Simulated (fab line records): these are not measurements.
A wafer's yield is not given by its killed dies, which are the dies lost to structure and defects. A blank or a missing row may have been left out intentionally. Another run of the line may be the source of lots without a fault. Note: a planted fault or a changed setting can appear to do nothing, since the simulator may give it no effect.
fab line records    flow n5-finfet
record lots=11  wafers=32  last-day=18
route steps=1938 shown BEOL_M10@1471 PASSIVATION@1936
lots with no fault: from the same line, run without faults
start-h: hours from the record's first day to the start of the lot's first wafer shown    wait-h: hours from the lot's prior step to this one    " the same as in the row above    L1.1+2: several wafers, shown together as one row    - value missing, or start not given    * or withheld: withheld    < > ~ a bound
route shown NAME@n: NAME is a module with steps in the file, n the number in the route of the first one    usual: mean/standard deviation taken from wafers without a fault    same: alike in all rows    chamber/n: place in a boat    sites: each site's reading    _std_site: standard deviation across them    _edge_site: outer sites' mean less inner sites'    radius-mm: for every site, how far away it sits from the centre of the wafer    mask NAME#n: copy n    behind: tool/chamber where the wafer was last shaped    hold: reason for holding the lot/hours on hold/outcome of the hold    device: whichever transistor did not switch (one of n, p or np)    end of line: the same wafers' tests at the end of the route    a step with no rows: only its recipe    killed: dies lost to structure and defects at the first sort, not the wafer's yield    map: dies across one wafer; x = killed, . = not, _ = none there
set.NAME: the setting as run; set.NAME@STEP: as run at that earlier step    model.NAME: the simulator's own value behind a step, which no gauge read
steps of the route over a sample of lots; a table a step, a row a wafer
services: when a tool's chamber went out of use (start-h, in hours from the record's first day, below 0 if earlier), for how many hours, and the reason
## steps
# step N5_BEOL_M10_CURE_71
# recipe temp-c=385  time-s=240  ambient=He/Ar  material=SiCOH_lowk
# usual lamp-power-pct=52.32/0.06  wafer_temp_C_max=386.6/0.6
lot.wafer  tool        chamber  start-h  wait-h  lamp-power-pct  wafer_temp_C_max
L576.4     uv-cure-02  0        222.06   0.3     52.30           387.2
L576.5     "           0        "        "       52.38           388.4
L576.6     "           0        "        "       52.29           387.8
L577.2     uv-cure-02  2        228.01   0.1     52.24           387.4
L577.4     "           2        "        "       52.28           387.2
L577.6     "           2        "        "       52.40           387.0
L580.2     uv-cure-03  1        265.63   0.1     52.37           386.6
L580.6     "           1        "        "       52.28           386.1
L582.2     uv-cure-02  1        275.09   0.2     52.33           385.9
L582.5     "           1        "        "       52.38           385.9
L582.6     "           1        "        "       52.37           385.9
L583.2     uv-cure-03  1        275.43   0.1     52.32           386.7
L583.4     "           1        "        "       52.33           386.5
L583.5     "           1        "        "       52.30           386.4
L585.1     uv-cure-02  1        288.42   0.0     52.38           386.0
L585.3     "           1        "        "       52.37           385.7
L585.4     "           1        "        "       52.35           387.1
L594.1     uv-cure-03  1        334.71   0.0     52.38           386.9
L594.2     "           1        "        "       52.22           386.8
L594.3     "           1        "        "       52.29           386.3
L595.2     uv-cure-02  0        343.82   0.2     52.22           387.4
L595.3     "           0        "        "       52.26           387.4
L595.4     "           0        "        "       52.44           387.2
L596.1     uv-cure-03  1        352.24   0.0     52.40           386.7
L596.5     "           1        "        "       52.33           387.7
L596.6     "           1        "        "       52.33           388.0
L599.2     uv-cure-01  2        362.11   0.1     52.23           386.0
L599.4     "           2        "        "       52.31           387.1
L599.5     "           2        "        "       52.27           386.5
L598.1     uv-cure-02  1        366.66   0.0     52.25           386.3
L598.2     "           1        "        "       52.29           386.5
L598.4     "           1        "        "       52.37           385.7
# step N5_BEOL_M10_DESCUM_16
# recipe chemistry=O2  time-s=7.9  source-power-w=50  bias-power-w=20  pressure-mtorr=20  rf-frequency-hz=2.712e+07  temp-c=40  resist=CAR-ArF  o2-flow-sccm=225
# usual drypump-motor-current-A=5.6/0.49  oes-product-au=0.78/0.052  rf-vpp-V=242.9/1.3  showerhead-plenum-p-Torr=2.08/0.066  throttle-valve-pct=20.41/0.25
lot.wafer  tool         chamber  start-h  wait-h  drypump-motor-current-A  oes-product-au  rf-hours-counter-h  rf-vpp-V  showerhead-plenum-p-Torr  throttle-valve-pct
L576.4     rie-diel-03  2        223.45   0.1     5.6                      0.86            45                  241.5     2.13                      20.02
L576.5     "            0        "        "       5.5                      0.82            -                   244.5     2.21                      19.99
L576.6     "            3        "        "       6.0                      0.75            -                   242.8     2.08                      20.16
L577.2     rie-diel-02  3        230.14   0.0     5.4                      0.77            164                 243.2     2.19                      20.61
L577.4     "            0        "        "       5.4                      0.72            172                 244.6     2.07                      20.51
L577.6     "            2        "        "       5.1                      0.88            -                   242.4     2.04                      20.64
L580.2     rie-diel-02  1        267.48   0.3     5.0                      0.82            70                  242.4     2.03                      20.42
L580.6     "            0        "        "       5.4                      0.70            -                   241.9     2.06                      20.53
L582.2     rie-diel-06  1        276.08   0.0     4.8                      0.71            197                 241.8     2.01                      20.77
L582.5     "            3        "        "       6.6                      0.75            -                   243.4     2.11                      20.66
L582.6     "            0        "        "       6.2                      0.82            -                   240.8     2.02                      20.48
L583.2     rie-diel-03  0        277.12   0.0     5.4                      0.80            105                 244.3     2.20                      20.02
L583.4     "            3        "        "       6.0                      0.73            166                 243.6     2.08                      20.18
L583.5     "            0        "        "       5.4                      0.79            -                   244.4     2.20                      20.02
L585.1     rie-diel-03  3        290.27   0.0     6.0                      0.73            170                 243.7     2.08                      20.19
L585.3     "            1        "        "       6.1                      0.83            79                  243.5     2.13                      20.24
L585.4     "            0        "        "       5.5                      0.80            109                 244.5     2.20                      20.02
L594.1     rie-diel-02  2        336.27   0.0     5.1                      0.82            84                  241.2     2.02                      20.69
L594.2     "            0        "        "       5.4                      0.68            209                 244.9     2.06                      20.57
L594.3     "            1        "        "       5.1                      0.79            95                  242.7     2.02                      20.44
L595.2     rie-diel-03  3        345.84   0.1     6.0                      0.72            187                 243.1     2.07                      20.22
L595.3     "            0        "        "       5.4                      0.78            130                 244.9     2.20                      20.06
L595.4     "            1        "        "       6.1                      0.81            99                  243.2     2.12                      20.27
L596.1     rie-diel-06  3        355.27   0.4     6.6                      0.74            147                 244.9     2.10                      20.69
L596.5     "            1        "        "       4.8                      0.69            -                   242.4     2.01                      20.82
L596.6     "            2        "        "       5.4                      0.75            -                   242.1     2.00                      20.41
L599.2     rie-diel-02  2        365.49   0.3     5.1                      0.81            96                  241.3     2.02                      20.71
L599.4     "            3        "        "       5.4                      0.71            209                 245.1     2.18                      20.70
L599.5     "            1        "        "       5.0                      0.77            -                   241.9     2.01                      20.47
L598.1     rie-diel-03  0        370.39   0.0     5.4                      0.77            139                 244.3     2.19                      20.08
L598.2     "            2        "        "       5.6                      0.79            97                  243.3     2.11                      20.12
L598.4     "            3        "        "       6.0                      0.71            196                 242.5     2.07                      20.22
# step N5_BEOL_M10_STRIP_67
# recipe chemistry=CF4  resist=SiARC  power-w=300  bias-power-w=75  pressure-mtorr=50  cf4-flow-sccm=150  rf-frequency-hz=6e+07
# usual drypump-motor-current-A=5.6/0.49  oes-product-au=0.78/0.05  rf-vpp-V=270.9/1.4  showerhead-plenum-p-Torr=1.79/0.05  throttle-valve-pct=13.57/0.23
lot.wafer  tool         chamber  start-h  wait-h  drypump-motor-current-A  oes-product-au  rf-hours-counter-h  rf-vpp-V  showerhead-plenum-p-Torr  throttle-valve-pct
L576.4     rie-diel-03  2        223.68   0.0     5.6                      0.84            46                  272.4     1.83                      13.20
L576.5     "            0        "        "       5.4                      0.81            -                   273.3     1.87                      13.10
L576.6     "            3        "        "       6.0                      0.74            -                   272.0     1.79                      13.39
L577.2     rie-diel-02  3        230.37   0.0     5.4                      0.76            164                 273.5     1.86                      13.72
L577.4     "            0        "        "       5.4                      0.73            172                 271.4     1.80                      13.86
L577.6     "            2        "        "       5.1                      0.88            -                   270.8     1.75                      13.61
L580.2     rie-diel-02  1        267.71   0.0     5.1                      0.82            70                  269.5     1.74                      13.59
L580.6     "            0        "        "       5.4                      0.71            -                   270.5     1.79                      13.89
L582.2     rie-diel-06  1        276.31   0.0     4.8                      0.71            197                 267.8     1.71                      13.78
L582.5     "            3        "        "       6.6                      0.77            -                   271.6     1.80                      13.70
L582.6     "            0        "        "       6.2                      0.83            -                   268.9     1.75                      13.63
L583.2     rie-diel-03  0        277.35   0.0     5.5                      0.80            105                 273.1     1.87                      13.15
L583.4     "            3        "        "       6.0                      0.73            167                 271.7     1.79                      13.43
L583.5     "            0        "        "       5.5                      0.80            -                   273.1     1.87                      13.15
L585.1     rie-diel-03  3        290.50   0.0     6.0                      0.72            170                 271.0     1.79                      13.46
L585.3     "            1        "        "       6.2                      0.85            79                  271.2     1.83                      13.42
L585.4     "            0        "        "       5.4                      0.79            110                 272.9     1.87                      13.14
L594.1     rie-diel-02  2        336.50   0.0     5.1                      0.82            84                  270.1     1.74                      13.69
L594.2     "            0        "        "       5.4                      0.70            209                 270.3     1.79                      13.94
L594.3     "            1        "        "       5.1                      0.79            95                  268.5     1.74                      13.62
L595.2     rie-diel-03  3        346.07   0.0     6.0                      0.71            187                 271.3     1.78                      13.50
L595.3     "            0        "        "       5.4                      0.77            130                 272.8     1.86                      13.19
L595.4     "            1        "        "       6.1                      0.83            99                  271.5     1.82                      13.45
L596.1     rie-diel-06  3        355.50   0.0     6.6                      0.75            147                 272.1     1.79                      13.75
L596.5     "            1        "        "       4.8                      0.70            -                   267.0     1.70                      13.84
L596.6     "            2        "        "       5.4                      0.77            -                   269.5     1.74                      13.74
L599.2     rie-diel-02  2        365.73   0.0     5.1                      0.80            96                  269.6     1.73                      13.72
L599.4     "            3        "        "       5.4                      0.72            209                 271.7     1.85                      13.84
L599.5     "            1        "        "       5.1                      0.78            -                   268.9     1.73                      13.66
L598.1     rie-diel-03  0        370.62   0.0     5.4                      0.76            139                 273.0     1.86                      13.22
L598.2     "            2        "        "       5.6                      0.78            97                  271.1     1.81                      13.34
L598.4     "            3        "        "       6.0                      0.71            196                 269.1     1.78                      13.51
# step N5_BEOL_M10_COAT_63
# recipe resist=SOC  temp-c=250  time-s=60  spin-rpm=1500  resist-thk-nm=100
# usual spin-speed-rpm=1500.0/1.1
lot.wafer  tool            chamber  start-h  wait-h  spin-speed-rpm
L576.4     litho-track-03  0        224.21   0.3     1499.1
L576.5     "               0        "        "       1500.4
L576.6     "               0        "        "       1500.0
L577.2     litho-track-05  0        231.62   1.0     1498.9
L577.4     "               0        "        "       1501.4
L577.6     "               0        "        "       1501.4
L580.2     litho-track-05  0        268.19   0.2     1500.1
L580.6     "               0        "        "       1500.7
L582.2     litho-track-05  0        276.72   0.2     1498.7
L582.5     "               0        "        "       1499.9
L582.6     "               0        "        "       1501.2
L583.2     litho-track-05  0        277.75   0.0     1570.3
L583.4     "               0        "        "       1568.9
L583.5     "               0        "        "       1572.5
L585.1     litho-track-05  0        291.95   1.2     1571.7
L585.3     "               0        "        "       1567.8
L585.4     "               0        "        "       1568.4
L594.1     litho-track-03  0        338.24   1.5     1500.3
L594.2     "               0        "        "       1499.4
L594.3     "               0        "        "       1500.5
L595.2     litho-track-03  0        349.05   2.7     1499.2
L595.3     "               0        "        "       1500.0
L595.4     "               0        "        "       1499.7
L596.1     litho-track-01  0        358.16   2.3     1498.5
L596.5     "               0        "        "       1500.0
L596.6     "               0        "        "       1499.5
L599.2     litho-track-05  0        367.50   1.5     1502.9
L599.4     "               0        "        "       1502.5
L599.5     "               0        "        "       1498.5
L598.1     litho-track-05  0        370.99   0.2     1501.8
L598.2     "               0        "        "       1499.6
L598.4     "               0        "        "       1500.8
# step N5_PASSIVATION_PROBE_49
# usual defect-limited-yield=91.0/1.5  killed_at_M0_to_M3=33/9.4  killed_at_M4_up=14/4.8  killed-at-contacts=13/7.3  killed-at-front-end=43/13  killed-at-other=3.6/2.9  killed-dies=106/18  killed-open=69/13  killed-short=35/8.2  sort_bin_5_function=5.3/1  sort_bin_6_memory=3.3/0.68  sort_bin_8_speed=0.01/0.027  sort-n-pass=1074/18  sort-yield-pct=91.0/1.5
# same gross-dies=1180  killed-at-back-side=0  sort_bin_4_leakage[%]=0
lot.wafer  tool       chamber  start-h  wait-h  defect-limited-yield[%]  killed_at_M0_to_M3  killed_at_M4_up  killed-at-contacts  killed-at-front-end  killed-at-other  killed-dies  killed-open  killed-short  sort_bin_5_function[%]  sort_bin_6_memory[%]  sort_bin_8_speed[%]  sort-n-pass  sort-yield-pct[%]
L582.2     prober-02  -        329.36   0.1     91.9                     17                  19               9                   48                   3                96           68           26            4.7                     3.1                   0                    1084         91.9
L582.5     prober-02  -        329.51   0.2     92.2                     27                  14               9                   40                   2                92           58           30            4.9                     2.3                   0                    1088         92.2
L582.6     prober-02  -        329.56   0.3     91.2                     21                  14               14                  43                   12               104          73           31            4.4                     4.3                   0                    1076         91.2
L583.2     prober-02  -        343.15   0.1     90.6                     42                  10               26                  26                   7                111          69           39            6.0                     2.9                   0                    1069         90.6
L583.4     prober-02  -        343.25   0.2     90.5                     37                  3                13                  57                   2                112          60           48            5.0                     3.6                   0                    1068         90.5
L583.5     prober-02  -        343.30   0.2     92.4                     25                  2                19                  36                   8                90           46           42            4.0                     2.8                   0                    1090         92.4
# killed by level:class
L582.2 FIN_SAQP:geometric-particle:open=15 FIN_SAQP:geometric-particle:short=11 STI_FIN_REVEAL:geometric-particle:open=10 MOL_CONTACT_COAG:geometric-particle:open=9 BEOL_M4:geometric-particle:open=8 BEOL_M1:geometric-particle:open=7 BEOL_M0_SAQP:geometric-particle:open=4 BEOL_M6:geometric-particle:open=4
L582.5 BEOL_M4:geometric-particle:open=12 STI_FIN_REVEAL:geometric-particle:open=9 FIN_SAQP:geometric-particle:open=8 BEOL_M3:geometric-particle:open=8 FIN_SAQP:geometric-particle:short=6 MOL_CONTACT_COAG:geometric-particle:open=6 BEOL_M1:geometric-particle:open=6 HKMG_FIN:area-etch=4
L582.6 STI_FIN_REVEAL:geometric-particle:open=11 MOL_CONTACT_COAG:geometric-particle:open=10 FIN_SAQP:geometric-particle:open=9 BEOL_M4:geometric-particle:open=8 MIM_TOP:geometric-particle:short=7 FIN_SAQP:geometric-particle:short=6 DUMMY_GATE:geometric-particle:open=5 MOL_CONTACT_COAG:geometric-particle:short=4
L583.2 MOL_CONTACT_COAG:geometric-particle:open=16 BEOL_M0_SAQP:geometric-particle:open=14 MOL_CONTACT_COAG:geometric-particle:short=10 FIN_SAQP:geometric-particle:open=8 FIN_SAQP:geometric-particle:short=7 BEOL_M1:geometric-particle:open=6 BEOL_M0:geometric-particle:short=6 BEOL_M3:geometric-particle:open=5
L583.4 STI_FIN_REVEAL:geometric-particle:open=14 FIN_SAQP:geometric-particle:short=11 MOL_CONTACT_COAG:geometric-particle:open=10 FIN_SAQP:geometric-particle:open=9 BEOL_M1:geometric-particle:open=9 BEOL_M0_SAQP:geometric-particle:short=9 BEOL_M0_SAQP:geometric-particle:open=7 BEOL_M0:geometric-particle:short=7
L583.5 MOL_CONTACT_COAG:geometric-particle:open=14 STI_FIN_REVEAL:geometric-particle:open=12 BEOL_M0:geometric-particle:short=9 MOL_CONTACT_COAG:geometric-particle:short=5 BEOL_M1:geometric-particle:open=5 SPACER0:geometric-particle:short=4 FIN_SAQP:geometric-particle:short=3 FIN_SAQP:geometric-particle:open=3
## services
tool         chamber  start-h  hours  kind
uv-cure-03   -        237.04   1.0    pm
rie-diel-06  3        237.05   5.0    repair
uv-cure-02   -        259.58   1.0    pm
uv-cure-01   -        276.47   2.1    pm
rie-diel-03  3        307.60   7.1    repair
uv-cure-01   -        318.51   0.3    repair
rie-diel-02  3        335.50   4.8    repair
rie-diel-06  2        362.62   4.0    repair
## key
first-sign step=N5_BEOL_M10_COAT_63  reading=spin-speed-rpm  direction=up  sigmas=65  usual=*  struck=*
effect none on later readings
met-at N5_BEOL_M10_COAT_63
struck-lots L583,L585
not-acting-at N5_BEOL_M10_CURE_71,N5_BEOL_M10_DESCUM_16,N5_BEOL_M10_STRIP_67
onset-between 276.72 277.75
fault kind=process-parameter-drift  tool=litho-track-05  chamber=-  onset-h=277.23  steps=N5_BEOL_M10_COAT_63  channel=spin-rpm  offset=*  shape=step  end-h=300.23  acts-in=*  stated=*
